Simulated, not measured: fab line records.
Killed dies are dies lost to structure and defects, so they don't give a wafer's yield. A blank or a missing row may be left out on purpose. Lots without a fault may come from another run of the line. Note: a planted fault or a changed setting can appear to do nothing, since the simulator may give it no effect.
fab line records -- flow nand-harc
record lots=7, wafers=21, last-day=34
route steps=1302 shown A_CHANNEL_FILL_D2@633 A_STAIRCASE@639
lots with no fault: from the same line, run without faults
start-h: start of the lot's first displayed wafer, in hours after the record's first day -- wait-h: hours elapsed since this lot's preceding step -- " as in the row above -- L1.1+2: a row that stands for several wafers -- - no value, or no start given -- * or withheld: withheld -- < > ~ a bound
route shown NAME@n: names a module that has steps shown in the file, with the first one's number in the route -- usual: mean and standard deviation over wafers with no fault -- same: alike in all rows -- chamber/n: place in a boat -- sites: per-site readings -- _std_site: how widely they spread, as a standard deviation -- _edge_site: the outer-site mean with the inner-site mean subtracted -- radius-mm: for every site, how far away it sits from the centre of the wafer -- mask NAME#n: copy n -- behind: tool/chamber where the wafer was last shaped -- hold: why the lot went on hold/how many hours it stayed there/how the hold came to an end -- device: transistor that didn't switch, given as n, p or np -- end of line: the same wafers' tests at the end of the route -- step lacking rows: just its recipe -- killed: dies lost to structure and defects at the first sort, not the wafer's yield -- map: the dies of a wafer, with x for killed, . for not killed, _ for no die there
set.NAME: the setting that was run; set.NAME@STEP: the one run at that earlier step -- model.NAME: the simulator's own value behind a step, which no gauge read
certain route steps with their lots: each step a table, each wafer a row
services: a tool's chamber out of use, with start hour (start-h, from the record's first day; less than 0 if before it), hours out, and reason
## steps
# step NHARC_A_CHANNEL_FILL_D2_CMP_10
# recipe target-thk-nm=150
# usual motor-current-A=11.8/1.1, slurry-flow-ml-min=150.0/0.47, time-to-endpoint-s=15.7/2.6
lot.wafer,tool,chamber,start-h,wait-h,motor-current-A,slurry-flow-ml-min,time-to-endpoint-s
L749.4,cmp-04,2,363.24,0.4,12.5,149.7,18.0
L749.2,cmp-04,3,363.24,0.4,10.4,148.7,17.0
L749.6,cmp-04,0,363.24,0.4,12.4,151.0,19.3
L759.4,cmp-01,2,468.59,0.4,9.9,149.7,15.4
L759.1,cmp-01,3,468.59,0.4,11.1,150.0,14.6
L759.2,cmp-01,1,468.59,0.4,10.8,149.9,17.6
L758.1,cmp-03,3,468.59,0.4,13.5,149.7,10.8
L758.2,cmp-03,2,468.59,0.4,11.7,150.5,10.5
L758.6,cmp-03,3,468.59,0.4,13.3,149.2,12.6
L761.2,cmp-01,2,504.50,0.4,9.9,150.5,14.8
L761.1,cmp-01,0,504.50,0.4,11.3,149.2,11.4
L761.3,cmp-01,1,504.50,0.4,10.9,149.8,18.0
L765.2,cmp-03,0,519.69,0.4,12.8,148.5,15.7
L765.5,cmp-03,0,519.69,0.4,12.9,149.9,15.2
L765.6,cmp-03,1,519.69,0.4,11.9,149.9,14.8
L767.1,cmp-03,3,547.35,0.4,13.7,150.4,15.0
L767.6,cmp-03,2,547.35,0.4,11.5,150.1,17.9
L767.5,cmp-03,3,547.35,0.4,13.8,149.8,16.4
L770.4,cmp-01,2,576.98,0.4,10.0,149.7,15.0
L770.2,cmp-01,3,576.98,0.4,11.3,149.6,14.6
L770.6,cmp-01,3,576.98,0.4,10.7,149.3,11.7
# step NHARC_A_CHANNEL_FILL_D2_SRD_12
# step NHARC_A_CHANNEL_FILL_D2_RTA_24
# recipe temp-c=1000, time-s=5
# usual lamp-power-pct=27.6/1.6, wafer_temp_C_max=1003.1/0.72
lot.wafer,tool,chamber,start-h,wait-h,lamp-power-pct,wafer_temp_C_max
L749.2,rtp-anneal-01,0,363.66,0.1,26.5,1002.9
L749.4,rtp-anneal-01,0,363.66,0.1,26.5,1003.5
L749.6,rtp-anneal-01,0,363.66,0.1,26.5,1002.5
L759.1,rtp-anneal-02,0,469.00,0.0,29.9,1003.4
L759.2,rtp-anneal-02,0,469.00,0.0,29.8,1003.3
L759.4,rtp-anneal-02,0,469.00,0.0,29.9,1003.3
L758.1,rtp-anneal-01,0,469.03,0.0,26.5,1003.3
L758.2,rtp-anneal-01,0,469.03,0.0,26.5,1002.8
L758.6,rtp-anneal-01,0,469.03,0.0,26.5,1003.7
L761.1,rtp-anneal-01,0,504.92,0.0,26.5,1001.5
L761.2,rtp-anneal-01,0,504.92,0.0,26.5,1002.3
L761.3,rtp-anneal-01,0,504.92,0.0,26.5,1002.0
L765.2,rtp-anneal-01,0,520.14,0.1,26.5,1001.3
L765.5,rtp-anneal-01,0,520.14,0.1,26.5,1003.6
L765.6,rtp-anneal-01,0,520.14,0.1,26.5,1003.3
L767.1,rtp-anneal-01,0,547.90,0.2,26.5,1002.7
L767.5,rtp-anneal-01,0,547.90,0.2,26.5,1002.8
L767.6,rtp-anneal-01,0,547.90,0.2,26.5,1003.8
L770.2,rtp-anneal-01,0,577.48,0.1,26.5,1002.5
L770.4,rtp-anneal-01,0,577.48,0.1,26.6,1002.8
L770.6,rtp-anneal-01,0,577.48,0.1,26.5,1003.3
# step NHARC_A_CHANNEL_FILL_D2_INSPECT_13
# usual raw-defect-count=380/140
lot.wafer,tool,chamber,start-h,wait-h,raw-defect-count
L749.2,defect-inspect-01,-,363.83,0.1,631
L749.4,defect-inspect-01,-,363.83,0.1,410
L749.6,defect-inspect-01,-,363.83,0.1,393
L759.1,defect-inspect-02,-,469.20,0.2,286
L759.2,defect-inspect-02,-,469.20,0.2,296
L759.4,defect-inspect-02,-,469.20,0.2,218
L758.1,defect-inspect-01,-,469.22,0.2,467
L758.2,defect-inspect-01,-,469.22,0.2,328
L758.6,defect-inspect-01,-,469.22,0.2,312
L761.1,defect-inspect-01,-,505.12,0.2,242
L761.2,defect-inspect-01,-,505.12,0.2,271
L761.3,defect-inspect-01,-,505.12,0.2,241
L765.2,defect-inspect-02,-,520.31,0.1,403
L765.5,defect-inspect-02,-,520.31,0.1,338
L765.6,defect-inspect-02,-,520.31,0.1,285
L767.1,defect-inspect-01,-,548.10,0.2,205
L767.5,defect-inspect-01,-,548.10,0.2,251
L767.6,defect-inspect-01,-,548.10,0.2,266
L770.2,defect-inspect-02,-,577.65,0.1,593
L770.4,defect-inspect-02,-,577.65,0.1,347
L770.6,defect-inspect-02,-,577.65,0.1,453
# step NHARC_A_STAIRCASE_DEP_156
# recipe target-thk-a=500, temp-c=400, target-thk-nm=50, flow-sccm=200, rf-w=450, material=SiNx
# usual heater-power-w=734/100
lot.wafer,tool,chamber,start-h,wait-h,heater-power-w
L749.2,pecvd-02,1,363.96,0.1,765
L749.4,pecvd-02,0,363.96,0.1,643
L749.6,pecvd-02,1,363.96,0.1,767
L759.1,pecvd-04,2,469.27,0.1,594
L759.2,pecvd-04,1,469.27,0.1,780
L759.4,pecvd-04,0,469.27,0.1,737
L758.1,pecvd-02,2,469.29,0.1,733
L758.2,pecvd-02,0,469.29,0.1,687
L758.6,pecvd-02,2,469.29,0.1,716
L761.3,pecvd-02,2,505.18,0.1,846
L761.2,pecvd-02,0,505.18,0.1,605
L761.1,pecvd-02,1,505.18,0.1,819
L765.2,pecvd-02,0,520.46,0.1,596
L765.6,pecvd-02,2,520.46,0.1,706
L765.5,pecvd-02,0,520.46,0.1,589
L767.1,pecvd-02,0,548.20,0.1,689
L767.5,pecvd-02,2,548.20,0.1,720
L767.6,pecvd-02,0,548.20,0.1,693
L770.2,pecvd-02,0,577.72,0.1,602
L770.6,pecvd-02,0,577.72,0.1,602
L770.4,pecvd-02,1,577.72,0.1,685
# step NHARC_A_STAIRCASE_DEHYDRATE_158
# recipe temp-c=150, time-s=120
# step NHARC_A_STAIRCASE_HMDS_159
# recipe time-s=30
# step NHARC_A_STAIRCASE_COAT_160
# recipe spin-rpm=1200
# step NHARC_A_STAIRCASE_SOFTBAKE_161
# recipe temp-c=135, time-s=170
# step NHARC_A_STAIRCASE_EBR_162
# step NHARC_A_STAIRCASE_EXPOSE_163
# recipe na=0.5, dose-mj=20.01, mask-id=STAIR_OPEN
# usual exposure-dose-mJ-cm2=20.014/0.018, focus-offset-nm=0.0/0.47, na=0.5/0
lot.wafer,tool,chamber,start-h,wait-h,mask,exposure-dose-mJ-cm2,focus-offset-nm,na
L749.2,krf-scanner-02,0,364.38,-,STAIR_OPEN#0,20.033,0.1,0.5
L749.4,krf-scanner-02,0,364.38,-,STAIR_OPEN#0,20.018,-0.1,0.5
L749.6,krf-scanner-02,0,364.38,-,STAIR_OPEN#0,20.007,-0.1,0.5
L759.1,krf-scanner-02,-,469.75,-,STAIR_OPEN#0,-,-,-
L759.2,krf-scanner-02,-,469.75,-,STAIR_OPEN#0,-,-,-
L759.4,krf-scanner-02,-,469.75,-,STAIR_OPEN#0,-,-,-
L758.1,krf-scanner-01,-,469.98,-,STAIR_OPEN#0,-,-,-
L758.2,krf-scanner-01,-,469.98,-,STAIR_OPEN#0,-,-,-
L758.6,krf-scanner-01,-,469.98,-,STAIR_OPEN#0,-,-,-
L761.1,krf-scanner-01,-,505.66,-,STAIR_OPEN#0,-,-,-
L761.2,krf-scanner-01,-,505.66,-,STAIR_OPEN#0,-,-,-
L761.3,krf-scanner-01,-,505.66,-,STAIR_OPEN#0,-,-,-
L765.2,krf-scanner-01,0,521.14,-,STAIR_OPEN#0,20.007,-0.3,0.5
L765.5,krf-scanner-01,0,521.14,-,STAIR_OPEN#0,20.009,-0.1,0.5
L765.6,krf-scanner-01,0,521.14,-,STAIR_OPEN#0,20.020,-0.5,0.5
L767.1,krf-scanner-02,0,548.84,-,STAIR_OPEN#0,20.031,-0.5,0.5
L767.5,krf-scanner-02,0,548.84,-,STAIR_OPEN#0,19.993,-0.6,0.5
L767.6,krf-scanner-02,0,548.84,-,STAIR_OPEN#0,19.999,0.0,0.5
L770.2,krf-scanner-02,0,578.33,-,STAIR_OPEN#0,20.013,0.7,0.5
L770.4,krf-scanner-02,0,578.33,-,STAIR_OPEN#0,20.039,0.6,0.5
L770.6,krf-scanner-02,0,578.33,-,STAIR_OPEN#0,20.002,0.8,0.5
# step NHARC_A_STAIRCASE_PEB_164
# recipe peb-temp-c=115, peb-time-s=130
## services
tool,chamber,start-h,hours,kind
cmp-01,-,360.71,4.5,repair
rtp-anneal-01,-,372.10,12.0,pm
cmp-01,-,374.65,2.3,repair
pecvd-04,0,378.66,3.2,repair
cmp-03,-,379.57,4.0,pm
cmp-01,-,382.29,4.0,pm
krf-scanner-01,-,386.00,5.1,repair
cmp-01,-,388.88,2.0,repair
pecvd-02,-,408.00,13.0,pm
krf-scanner-01,-,436.95,0.5,repair
krf-scanner-02,-,438.00,4.0,pm
pecvd-02,0,439.53,10.7,repair
krf-scanner-01,-,455.93,2.5,repair
cmp-03,-,458.32,0.9,repair
pecvd-02,1,467.95,3.5,repair
cmp-03,-,477.57,4.0,pm
cmp-01,-,480.29,4.0,pm
krf-scanner-01,-,484.00,4.0,pm
cmp-03,-,491.42,1.2,repair
cmp-01,-,548.10,4.5,repair
cmp-03,-,553.43,0.4,repair
cmp-01,-,557.33,1.6,repair
cmp-03,-,575.57,4.0,pm
cmp-01,-,578.29,4.0,pm
## key
first-sign step=NHARC_A_STAIRCASE_EXPOSE_163, reading=tool-record, direction=missing
effect none on later readings
met-at NHARC_A_STAIRCASE_EXPOSE_163
struck-wafers L758.1,L758.2,L758.6,L759.1,L759.2,L759.4,L761.1,L761.2,L761.3
later-rows-left-out L758.1,L758.2,L758.6,L759.1,L759.2,L759.4,L761.1,L761.2,L761.3
sort-left-out L758.1,L758.2,L758.6,L759.1,L759.2,L759.4,L761.1,L761.2,L761.3
tester-left-out L758,L759,L761
onset-between 364.38 469.75
fault kind=skipped-step-whole, tool=krf-scanner-01,krf-scanner-02, chamber=-, onset-h=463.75, steps=NHARC_A_STAIRCASE_EXPOSE_163, scope=struck-lots-only
# tester-left-out: of these lots the tester's yield and bins aren't shown, on N5 and GAA mostly nor the transistor test; their killed dies are dies lost to structure and defects alone, not to doping, threshold or leakage, so they don't give the yield
# sort-left-out: the simulated sort isn't trusted on such a fault, so these wafers' sort isn't shown, and their yield isn't known
# later-rows-left-out: the simulator's readings of these wafers behind a module that went badly wrong aren't trusted and aren't shown, but for the sort
